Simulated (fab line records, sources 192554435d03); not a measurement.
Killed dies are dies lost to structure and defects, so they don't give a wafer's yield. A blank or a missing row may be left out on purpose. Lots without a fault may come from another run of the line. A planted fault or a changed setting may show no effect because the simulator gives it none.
Which tool did it? | flow n5_finfet | 21 lots, 63 wafers sampled, at 6 steps of a route of 1938

WHAT THE GAUGES READ, wafer by wafer
The record holds no reading of a measuring or inspecting step that can be judged against a usual standard deviation.

WHICH TOOL RAN EACH LOT (tool, then ch and the chambers of the sampled wafers, then the start)
lot  | N5_BEOL_M0_SAQP_STRIP_86           | N5_BEOL_M0_SAQP_ETCH_106           | N5_BEOL_M0_SAQP_ETCH_88            | N5_BEOL_M0_ANNEAL_133        | N5_BEOL_M1_PECVD_72             | N5_BEOL_M1_HM_DEP_02
L074 | rie_diel-06 ch 0,1, day 5 12:32    | rie_diel-03 ch 2,3, day 5 14:44    | rie_diel-03 ch 2,3, day 5 16:25    | pvd_sputter-01, day 5 21:56  | pecvd-01 ch 1,2, day 5 23:22    | pvd_sputter-02, day 6 02:23
L075 | rie_diel-04 ch 0,3, day 5 22:25    | rie_diel-04 ch 2,3, day 6 00:25    | rie_diel-06 ch 1,2, day 6 02:04    | pvd_sputter-01, day 6 11:29  | pecvd-01 ch 0,1, day 6 13:11    | pvd_sputter-01, day 6 14:59
L076 | rie_diel-04 ch 0,3, day 6 04:51    | rie_diel-03 ch 0,2, day 6 08:13    | rie_diel-03 ch 0,1,2, day 6 09:44  | pvd_sputter-02, day 6 13:04  | pecvd-03 ch 0,2, day 6 14:31    | pvd_sputter-01, day 6 15:41
L077 | rie_diel-06 ch 0,2, day 6 08:38    | rie_diel-04 ch 0,1,3, day 6 10:34  | rie_diel-03 ch 0,1,3, day 6 12:35  | pvd_sputter-01, day 6 18:00  | pecvd-03 ch 0,1,2, day 6 19:49  | pvd_sputter-03, day 6 20:42
L078 | rie_diel-06 ch 1,2, day 6 17:05    | rie_diel-06 ch 0,1, day 6 19:21    | rie_diel-04 ch 0,2,3, day 6 20:59  | pvd_sputter-02, day 7 03:21  | pecvd-04 ch 1,2, day 7 04:45    | pvd_sputter-01, day 7 05:07
L079 | rie_diel-03 ch 0,3, day 6 18:10    | rie_diel-04 ch 1,2,3, day 6 20:19  | rie_diel-06 ch 1,2, day 6 21:54    | pvd_sputter-01, day 7 04:10  | pecvd-03 ch 0,1,2, day 7 05:40  | pvd_sputter-01, day 7 05:55
L080 | rie_diel-03 ch 1,2,3, day 6 23:58  | rie_diel-04 ch 0,1, day 7 02:20    | rie_diel-04 ch 0,1,2, day 7 04:01  | pvd_sputter-02, day 7 10:52  | pecvd-01 ch 0,1,2, day 7 12:40  | pvd_sputter-01, day 7 13:20
L081 | rie_diel-03 ch 0,3, day 7 10:08    | rie_diel-03 ch 0,2,3, day 7 12:02  | rie_diel-04 ch 0,2,3, day 7 15:37  | pvd_sputter-01, day 7 23:36  | pecvd-01 ch 0,1,2, day 8 00:59  | pvd_sputter-01, day 8 03:47
L082 | rie_diel-06 ch 0,3, day 7 14:56    | rie_diel-03 ch 0,1,3, day 7 17:09  | rie_diel-06 ch 0,3, day 7 19:32    | pvd_sputter-01, day 8 03:26  | pecvd-03 ch 0,1,2, day 8 04:49  | pvd_sputter-03, day 8 05:05
L083 | rie_diel-06 ch 1,2,3, day 8 01:09  | rie_diel-03 ch 0,3, day 8 03:35    | rie_diel-06 ch 0,1, day 8 05:16    | pvd_sputter-02, day 8 08:55  | pecvd-01 ch 0,1, day 8 10:18    | pvd_sputter-02, day 8 11:57
L084 | rie_diel-03 ch 0,2,3, day 8 06:30  | rie_diel-03 ch 0,2,3, day 8 08:50  | rie_diel-06 ch 0,1, day 8 10:29    | pvd_sputter-01, day 8 20:32  | pecvd-03 ch 0,1,2, day 8 21:55  | pvd_sputter-03, day 8 23:39
L085 | rie_diel-04 ch 0,2,3, day 8 13:19  | rie_diel-03 ch 0,1,2, day 8 15:24  | rie_diel-06 ch 0,1,2, day 8 17:29  | pvd_sputter-01, day 9 00:26  | pecvd-03 ch 0,1,2, day 9 01:57  | pvd_sputter-03, day 9 02:37
L086 | rie_diel-03 ch 0,1,2, day 8 17:59  | rie_diel-03 ch 0,1,2, day 8 20:18  | rie_diel-03 ch 0,2,3, day 8 21:49  | pvd_sputter-02, day 9 03:23  | pecvd-03 ch 0,1, day 9 04:47    | pvd_sputter-02, day 9 07:17
L087 | rie_diel-06 ch 0,1,3, day 8 22:56  | rie_diel-06 ch 0,3, day 9 00:56    | rie_diel-03 ch 0,2, day 9 02:49    | pvd_sputter-01, day 9 08:59  | pecvd-01 ch 0,1,2, day 9 10:25  | pvd_sputter-03, day 9 11:06
L089 | rie_diel-06 ch 0,2,3, day 9 11:29  | rie_diel-06 ch 0,1,3, day 9 13:33  | rie_diel-04 ch 1,2,3, day 9 15:12  | pvd_sputter-01, day 9 20:18  | pecvd-03 ch 0,2, day 9 21:48    | pvd_sputter-03, day 9 22:57
L090 | rie_diel-03 ch 0,1,2, day 9 15:20  | rie_diel-03 ch 0,2,3, day 9 17:34  | rie_diel-06 ch 1,3, day 9 19:20    | pvd_sputter-01, day 10 01:20 | pecvd-04 ch 0,1, day 10 02:43   | pvd_sputter-02, day 10 02:47
L092 | rie_diel-03 ch 0,2,3, day 10 00:41 | rie_diel-03 ch 0,2,3, day 10 02:35 | rie_diel-03 ch 1,2,3, day 10 04:14 | pvd_sputter-02, day 10 12:41 | pecvd-01 ch 0,1,2, day 10 14:04 | pvd_sputter-01, day 10 14:18
L093 | rie_diel-03 ch 1,2,3, day 10 09:13 | rie_diel-06 ch 0,1,2, day 10 11:08 | rie_diel-04 ch 0,1,2, day 10 13:20 | pvd_sputter-03, day 10 18:22 | pecvd-03 ch 1,2, day 10 21:10   | pvd_sputter-02, day 11 00:10
L095 | rie_diel-04 ch 0,1, day 10 18:28   | rie_diel-06 ch 0,2,3, day 10 20:22 | rie_diel-06 ch 2,3, day 10 22:00   | pvd_sputter-02, day 11 03:33 | pecvd-03 ch 0,1, day 11 04:56   | pvd_sputter-02, day 11 05:58
L096 | rie_diel-06 ch 1,2,3, day 11 02:07 | rie_diel-06 ch 0,1,3, day 11 04:44 | rie_diel-04 ch 0,3, day 11 06:43   | pvd_sputter-01, day 11 10:44 | pecvd-01 ch 0,1, day 11 12:23   | pvd_sputter-03, day 11 13:01
L097 | rie_diel-04 ch 1,2,3, day 11 11:21 | rie_diel-04 ch 0,2, day 11 13:38   | rie_diel-04 ch 0,3, day 11 15:20   | pvd_sputter-01, day 11 22:53 | pecvd-01 ch 0,1,2, day 12 00:17 | pvd_sputter-03, day 12 01:44
- N5_BEOL_M0_SAQP_STRIP_86: strips in N2/H2.
- N5_BEOL_M0_SAQP_ETCH_106: etches SOC in N2/H2, stops on SiNx, target depth 150 nm.
- N5_BEOL_M0_SAQP_ETCH_88: etches underlayer in N2/H2, target depth 6.5 nm, time 5.2 s.
- N5_BEOL_M0_ANNEAL_133: time 60 s.
- N5_BEOL_M1_PECVD_72: deposits SiO2 from TEOS/O2, target thk 16 nm, time 18 s.
- N5_BEOL_M1_HM_DEP_02: deposits TiN, target thk 20 nm.

WHAT THE TOOLS THEMSELVES READ (means of the sampled wafers that have a number; where no wafer has one, the mark that the record gives instead)
N5_BEOL_M0_SAQP_STRIP_86. Usual: drypump_motor_current_A 5.6 A, standard deviation 0.44; oes_product_au 0.81 a.u., standard deviation 0.091; rf_vpp_V 121.8 V, standard deviation 1.4; showerhead_plenum_p_Torr 3.36 Torr, standard deviation 0.092; temp_c 39.99 C, standard deviation 0.1; throttle_valve_pct 19.1 %, standard deviation 0.54.
lot  | tool        | drypump_motor_current_A (A) | oes_product_au (a.u.) | rf_vpp_V (V) | showerhead_plenum_p_Torr (Torr) | temp_c (C) | throttle_valve_pct (%) | flag
L074 | rie_diel-06 | 5.4                         | 0.84                  | 121.7        | 3.29                            | 40.03      | 18.6                   |
L075 | rie_diel-04 | 5.7                         | 0.79                  | 121.3        | 3.35                            | 40.19      | 19.4                   |
L076 | rie_diel-04 | 5.7                         | 0.79                  | 122.0        | 3.34                            | 39.95      | 19.3                   |
L077 | rie_diel-06 | 5.8                         | 0.75                  | 123.3        | 3.30                            | 39.94      | 18.7                   |
L078 | rie_diel-06 | 5.9                         | 0.72                  | 121.3        | 3.33                            | 39.98      | 18.9                   |
L079 | rie_diel-03 | 6.0                         | 0.85                  | 120.8        | 3.43                            | 39.95      | 19.9                   |
L080 | rie_diel-03 | 5.7                         | 0.84                  | 122.2        | 3.45                            | 39.99      | 19.3                   |
L081 | rie_diel-03 | 5.5                         | 0.78                  | 121.2        | 3.39                            | 40.03      | 19.5                   |
L082 | rie_diel-06 | 5.5                         | 0.86                  | 121.3        | 3.31                            | 39.99      | 18.6                   |
L083 | rie_diel-06 | 6.0                         | 0.79                  | 121.2        | 3.36                            | 39.98      | 19.0                   |
L084 | rie_diel-03 | 5.6                         | 0.87                  | 123.1        | 3.38                            | 39.89      | 19.3                   |
L085 | rie_diel-04 | 5.6                         | 0.76                  | 120.4        | 3.28                            | 39.98      | 19.6                   |
L086 | rie_diel-03 | 5.3                         | 0.86                  | 123.5        | 3.41                            | 39.94      | 18.8                   |
L087 | rie_diel-06 | 5.7                         | 0.82                  | 121.1        | 3.34                            | 40.13      | 18.8                   |
L089 | rie_diel-06 | 5.8                         | 0.79                  | 122.2        | 3.32                            | 39.92      | 18.8                   |
L090 | rie_diel-03 | 5.3                         | 0.83                  | 122.2        | 3.40                            | 40.03      | 18.8                   |
L092 | rie_diel-03 | 5.6                         | 0.83                  | 123.7        | 3.37                            | 39.93      | 19.3                   |
L093 | rie_diel-03 | 5.7                         | 0.87                  | 121.2        | 3.44                            | 39.95      | 19.2                   |
L095 | rie_diel-04 | 5.5                         | 0.71                  | 120.7        | 3.33                            | 39.99      | 19.1                   |
L096 | rie_diel-06 | 6.0                         | 0.76                  | 121.2        | 3.35                            | 40.03      | 19.0                   |
L097 | rie_diel-04 | 5.4                         | 0.74                  | 122.1        | 3.26                            | 40.01      | 19.4                   |

N5_BEOL_M0_SAQP_ETCH_106. Usual: drypump_motor_current_A 5.6 A, standard deviation 0.44; oes_product_au 0.78 a.u., standard deviation 0.086; rf_vpp_V 240.6 V, standard deviation 1.3; showerhead_plenum_p_Torr 2.54 Torr, standard deviation 0.076; throttle_valve_pct 17.96 %, standard deviation 0.29.
lot  | tool        | drypump_motor_current_A (A) | oes_product_au (a.u.) | rf_vpp_V (V) | showerhead_plenum_p_Torr (Torr) | throttle_valve_pct (%) | flag
L074 | rie_diel-03 | 5.7                         | 0.75                  | 240.0        | 2.56                            | 18.05                  |
L075 | rie_diel-04 | 5.5                         | 0.76                  | 239.6        | 2.45                            | 18.22                  |
L076 | rie_diel-03 | 5.2                         | 0.69                  | 240.3        | 2.54                            | 17.96                  |
L077 | rie_diel-04 | 5.4                         | 0.78                  | 240.9        | 2.52                            | 17.90                  |
L078 | rie_diel-06 | 5.4                         | 0.79                  | 238.8        | 2.49                            | 17.66                  |
L079 | rie_diel-04 | 5.4                         | 0.77                  | 239.4        | 2.48                            | 17.99                  |
L080 | rie_diel-04 | 5.5                         | 0.72                  | 240.0        | 2.53                            | 17.90                  |
L081 | rie_diel-03 | 5.6                         | 0.75                  | 241.0        | 2.57                            | 18.11                  |
L082 | rie_diel-03 | 5.6                         | 0.83                  | 241.0        | 2.62                            | 18.04                  |
L083 | rie_diel-03 | 5.5                         | 0.77                  | 240.7        | 2.57                            | 18.14                  |
L084 | rie_diel-03 | 5.6                         | 0.84                  | 240.7        | 2.56                            | 17.94                  |
L085 | rie_diel-03 | 5.3                         | 0.84                  | 241.0        | 2.58                            | 17.75                  |
L086 | rie_diel-03 | 5.2                         | 0.84                  | 241.3        | 2.58                            | 17.75                  |
L087 | rie_diel-06 | 5.5                         | 0.82                  | 240.2        | 2.50                            | 17.59                  |
L089 | rie_diel-06 | 5.7                         | 0.79                  | 240.9        | 2.52                            | 17.78                  |
L090 | rie_diel-03 | 5.6                         | 0.81                  | 240.4        | 2.56                            | 17.96                  |
L092 | rie_diel-03 | 5.6                         | 0.82                  | 241.0        | 2.56                            | 17.96                  |
L093 | rie_diel-06 | 5.7                         | 0.72                  | 240.0        | 2.49                            | 17.83                  |
L095 | rie_diel-06 | 5.8                         | 0.77                  | 240.1        | 2.51                            | 17.75                  |
L096 | rie_diel-06 | 5.7                         | 0.78                  | 241.1        | 2.52                            | 17.80                  |
L097 | rie_diel-04 | 5.8                         | 0.68                  | 239.3        | 2.46                            | 18.41                  |

N5_BEOL_M0_SAQP_ETCH_88. Usual: drypump_motor_current_A 5.6 A, standard deviation 0.43; etch_rf_on_time_s 5.25 s, standard deviation 0.17; oes_product_au 0.67 a.u., standard deviation 0.073; rf_vpp_V 523.3 V, standard deviation 2.2; showerhead_plenum_p_Torr 2.53 Torr, standard deviation 0.068; throttle_valve_pct 17.98 %, standard deviation 0.28.
lot  | tool        | drypump_motor_current_A (A) | etch_rf_on_time_s (s) | oes_product_au (a.u.) | rf_vpp_V (V) | showerhead_plenum_p_Torr (Torr) | throttle_valve_pct (%) | flag
L074 | rie_diel-03 | 6.0                         | 5.09                  | 0.72                  | 523.9        | 2.60                            | 18.23                  |
L075 | rie_diel-06 | 5.8                         | 5.26                  | 0.62                  | 522.9        | 2.53                            | 17.99                  |
L076 | rie_diel-03 | 5.3                         | 5.41                  | 0.66                  | 524.0        | 2.59                            | 17.94                  |
L077 | rie_diel-03 | 5.6                         | 5.28                  | 0.74                  | 526.3        | 2.63                            | 18.06                  |
L078 | rie_diel-04 | 5.6                         | 5.16                  | 0.66                  | 522.3        | 2.49                            | 18.18                  |
L079 | rie_diel-06 | 6.0                         | 5.31                  | 0.61                  | 523.3        | 2.52                            | 17.96                  |
L080 | rie_diel-04 | 5.6                         | 5.13                  | 0.62                  | 523.3        | 2.50                            | 18.18                  |
L081 | rie_diel-04 | 5.6                         | 5.13                  | 0.65                  | 521.9        | 2.49                            | 18.20                  |
L082 | rie_diel-06 | 5.9                         | 5.21                  | 0.74                  | 524.1        | 2.55                            | 17.69                  |
L083 | rie_diel-06 | 5.4                         | 5.39                  | 0.67                  | 522.6        | 2.48                            | 17.72                  |
L084 | rie_diel-06 | 5.5                         | 5.30                  | 0.65                  | 522.5        | 2.51                            | 17.90                  |
L085 | rie_diel-06 | 5.7                         | 5.33                  | 0.64                  | 522.8        | 2.50                            | 17.83                  |
L086 | rie_diel-03 | 5.6                         | 5.12                  | 0.73                  | 523.7        | 2.56                            | 17.98                  |
L087 | rie_diel-03 | 5.2                         | 5.30                  | 0.67                  | 523.5        | 2.53                            | 17.87                  |
L089 | rie_diel-04 | 5.4                         | 5.18                  | 0.64                  | 521.6        | 2.47                            | 18.06                  |
L090 | rie_diel-06 | 6.0                         | 5.23                  | 0.69                  | 524.2        | 2.57                            | 17.90                  |
L092 | rie_diel-03 | 5.7                         | 5.23                  | 0.75                  | 525.3        | 2.61                            | 17.91                  |
L093 | rie_diel-04 | 5.6                         | 5.13                  | 0.60                  | 522.6        | 2.49                            | 18.21                  |
L095 | rie_diel-06 | 6.1                         | 5.32                  | 0.67                  | 523.6        | 2.56                            | 17.86                  |
L096 | rie_diel-04 | 5.4                         | 5.33                  | 0.68                  | 522.8        | 2.50                            | 18.00                  |
L097 | rie_diel-04 | 5.6                         | 5.19                  | 0.64                  | 523.7        | 2.52                            | 18.17                  |

N5_BEOL_M0_ANNEAL_133. Usual: heater_power_w 851 W, standard deviation 58; susceptor_temp_C 399.97 C, standard deviation 0.22; susceptor_temp_C_max 400.9, standard deviation 0.52.
lot  | tool           | heater_power_w (W) | susceptor_temp_C (C) | susceptor_temp_C_max | flag
L074 | pvd_sputter-01 | 828                | 399.90               | 400.5                |
L075 | pvd_sputter-01 | 890                | 399.95               | 400.9                |
L076 | pvd_sputter-02 | 885                | 399.95               | 400.9                |
L077 | pvd_sputter-01 | 888                | 400.06               | 401.0                |
L078 | pvd_sputter-02 | 843                | 399.76               | 400.5                |
L079 | pvd_sputter-01 | 847                | 399.95               | 400.6                |
L080 | pvd_sputter-02 | 810                | 400.10               | 400.8                |
L081 | pvd_sputter-01 | 835                | 400.03               | 401.2                |
L082 | pvd_sputter-01 | 916                | 400.03               | 401.6                |
L083 | pvd_sputter-02 | 790                | 399.93               | 400.8                |
L084 | pvd_sputter-01 | 844                | 400.10               | 400.7                |
L085 | pvd_sputter-01 | 885                | 399.92               | 400.9                |
L086 | pvd_sputter-02 | 823                | 400.10               | 400.9                |
L087 | pvd_sputter-01 | 844                | 400.17               | 400.9                |
L089 | pvd_sputter-01 | 907                | 400.15               | 401.2                |
L090 | pvd_sputter-01 | 844                | 400.03               | 401.1                |
L092 | pvd_sputter-02 | 847                | 400.03               | 400.8                |
L093 | pvd_sputter-03 | 798                | 399.87               | 400.8                |
L095 | pvd_sputter-02 | 812                | 399.87               | 400.7                |
L096 | pvd_sputter-01 | 911                | 399.98               | 401.5                |
L097 | pvd_sputter-01 | 867                | 399.79               | 400.3                |

N5_BEOL_M1_PECVD_72. Usual: heater_power_w 706 W, standard deviation 140; showerhead_plenum_p_Torr 8.74 Torr, standard deviation 0.053; susceptor_temp_C 400.04 C, standard deviation 0.22; throttle_valve_pct 23.1 %, standard deviation 2.2.
lot  | tool     | heater_power_w (W) | showerhead_plenum_p_Torr (Torr) | susceptor_temp_C (C) | throttle_valve_pct (%) | flag
L074 | pecvd-01 | 538                | 8.77                            | 399.95               | 22.4                   |
L075 | pecvd-01 | 630                | 8.80                            | 400.19               | 22.2                   |
L076 | pecvd-03 | 761                | 8.75                            | 399.99               | 25.0                   |
L077 | pecvd-03 | 716                | 8.72                            | 400.03               | 23.5                   |
L078 | pecvd-04 | 739                | 8.75                            | 400.00               | 22.8                   |
L079 | pecvd-03 | 702                | 8.69                            | 400.06               | 23.7                   |
L080 | pecvd-01 | 746                | 8.78                            | 399.94               | 22.5                   |
L081 | pecvd-01 | 712                | 8.77                            | 400.01               | 22.4                   |
L082 | pecvd-03 | 681                | 8.71                            | 399.96               | 23.6                   |
L083 | pecvd-01 | 844                | 8.76                            | 399.98               | 22.3                   |
L084 | pecvd-03 | 706                | 8.71                            | 400.16               | 23.6                   |
L085 | pecvd-03 | 734                | 8.71                            | 399.97               | 23.6                   |
L086 | pecvd-03 | 615                | 8.69                            | 399.89               | 24.7                   |
L087 | pecvd-01 | 691                | 8.78                            | 400.05               | 22.5                   |
L089 | pecvd-03 | 806                | 8.74                            | 400.09               | 22.7                   |
L090 | pecvd-04 | 640                | 8.79                            | 400.10               | 22.5                   |
L092 | pecvd-01 | 671                | 8.79                            | 400.02               | 22.7                   |
L093 | pecvd-03 | 713                | 8.67                            | 400.09               | 22.2                   |
L095 | pecvd-03 | 619                | 8.69                            | 400.22               | 24.5                   |
L096 | pecvd-01 | 755                | 8.77                            | 399.95               | 22.4                   |
L097 | pecvd-01 | 642                | 8.78                            | 399.98               | 22.6                   |

N5_BEOL_M1_HM_DEP_02. Usual: susceptor_temp_C 24.99 C, standard deviation 0.097; throttle_valve_pct 29.7 %, standard deviation 0.87.
lot  | tool           | susceptor_temp_C (C) | throttle_valve_pct (%) | flag
L074 | pvd_sputter-02 | 24.92                | 30.5                   |
L075 | pvd_sputter-01 | 25.01                | 29.6                   |
L076 | pvd_sputter-01 | 25.03                | 29.6                   |
L077 | pvd_sputter-03 | 24.91                | 29.9                   |
L078 | pvd_sputter-01 | 25.01                | 29.1                   |
L079 | pvd_sputter-01 | 24.97                | 29.9                   |
L080 | pvd_sputter-01 | 25.03                | 29.0                   |
L081 | pvd_sputter-01 | 25.00                | 29.0                   |
L082 | pvd_sputter-03 | 24.99                | 30.0                   |
L083 | pvd_sputter-02 | 25.03                | 29.8                   |
L084 | pvd_sputter-03 | 25.04                | 29.5                   |
L085 | pvd_sputter-03 | 25.07                | 29.5                   |
L086 | pvd_sputter-02 | 24.99                | 30.3                   |
L087 | pvd_sputter-03 | 24.96                | 30.2                   |
L089 | pvd_sputter-03 | 24.99                | 30.4                   |
L090 | pvd_sputter-02 | 25.05                | 30.0                   |
L092 | pvd_sputter-01 | 25.04                | 29.9                   |
L093 | pvd_sputter-02 | 24.87                | 30.3                   |
L095 | pvd_sputter-02 | 24.96                | 30.1                   |
L096 | pvd_sputter-03 | 24.90                | 29.9                   |
L097 | pvd_sputter-03 | 24.97                | 29.4                   |

THE ANSWER, worked out from the rows above alone
Rule: a lot is off if the mean of its wafers that have a number lies more than 3 standard deviations from the usual mean. A lot without any number at a reading at which 4 lots or more have one is off too. The other lots that the step has rows for count as sound. The gauges are gone through in route order, then the tools' own readings, and for those a lot's mean is taken as printed above. The first step at which some lot is off is used, and at that step the reading that is off furthest; a lot without a number counts as furthest.
No lot is off at any reading shown: from this, nothing can be told.

WHAT THE SIMULATOR HAD PUT IN
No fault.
